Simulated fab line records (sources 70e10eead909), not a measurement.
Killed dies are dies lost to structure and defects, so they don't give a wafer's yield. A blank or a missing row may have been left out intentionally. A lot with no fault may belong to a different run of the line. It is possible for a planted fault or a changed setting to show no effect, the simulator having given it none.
Matching of chambers || flow nandHarc || aldMetal-03 running NHARC_A_BLC_ALD_23: 4 sister chambers
The step deposits TiN, target thk 3 nm, pulse time 1 s, ald cycles 150. 8 wafers are shown with their chamber, then 8 later ones without.

WAFERS PAIRED WITH THEIR CHAMBERS
{"wafer": "L084.2", "chamber": 2, "heaterPowerW (W)": 1066, "susceptorTempC (C)": 449.81}
{"wafer": "L087.6", "chamber": 1, "heaterPowerW (W)": 1197, "susceptorTempC (C)": 450.35}
{"wafer": "L088.1", "chamber": 0, "heaterPowerW (W)": 934, "susceptorTempC (C)": 450.29}
{"wafer": "L088.4", "chamber": 1, "heaterPowerW (W)": 1161, "susceptorTempC (C)": 450.22}
{"wafer": "L089.2", "chamber": 3, "heaterPowerW (W)": 1047, "susceptorTempC (C)": 450.19}
{"wafer": "L089.4", "chamber": 0, "heaterPowerW (W)": 902, "susceptorTempC (C)": 450.28}
{"wafer": "L089.5", "chamber": 3, "heaterPowerW (W)": 1091, "susceptorTempC (C)": 450.09}
{"wafer": "L091.4", "chamber": 2, "heaterPowerW (W)": 1072, "susceptorTempC (C)": 450.26}

WAFERS WITHOUT THEIR CHAMBER
{"wafer": "L091.5", "heaterPowerW (W)": 1058, "susceptorTempC (C)": 450.44}
{"wafer": "L091.6", "heaterPowerW (W)": 931, "susceptorTempC (C)": 450.26}
{"wafer": "L095.2", "heaterPowerW (W)": 1179, "susceptorTempC (C)": 450.04}
{"wafer": "L095.4", "heaterPowerW (W)": 1058, "susceptorTempC (C)": 449.99}
{"wafer": "L095.5", "heaterPowerW (W)": 1213, "susceptorTempC (C)": 450.06}
{"wafer": "L090.1", "heaterPowerW (W)": 1075, "susceptorTempC (C)": 449.62}
{"wafer": "L090.2", "heaterPowerW (W)": 1032, "susceptorTempC (C)": 450.38}
{"wafer": "L090.6", "heaterPowerW (W)": 1160, "susceptorTempC (C)": 449.88}

CHAMBER TAKEN BY EACH
{"wafer": "L091.5", "from the rows above": "can't be placed: 3 or 2", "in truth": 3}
{"wafer": "L091.6", "from the rows above": 0, "in truth": 0}
{"wafer": "L095.2", "from the rows above": 1, "in truth": 1}
{"wafer": "L095.4", "from the rows above": "can't be placed: 2 or 3", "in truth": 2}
{"wafer": "L095.5", "from the rows above": 1, "in truth": 1}
{"wafer": "L090.1", "from the rows above": "can't be placed: 2 or 3", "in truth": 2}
{"wafer": "L090.2", "from the rows above": "can't be placed: 3 or 2", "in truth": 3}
{"wafer": "L090.6", "from the rows above": "can't be placed: 1 or 2 or 3", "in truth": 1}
3 of 8 placed correctly. Can't be placed from these rows: 5 (the true chamber is among the candidates in 5). Placed wrongly: 0.
How it was worked out, from the rows above alone: a wafer's distance from a chamber is the root of the sum, over the readings, of the square of ((its reading less the chamber's mean) divided by the reading's scatter). The wafer belongs to the nearest chamber; if the next one is less than 2 further off, it can't be placed. A chamber's mean is the mean of its shown wafers. The scatter: take each reading less its chamber's mean, square it, sum over the shown wafers, divide by the number of wafers less the number of chambers, and take the root.
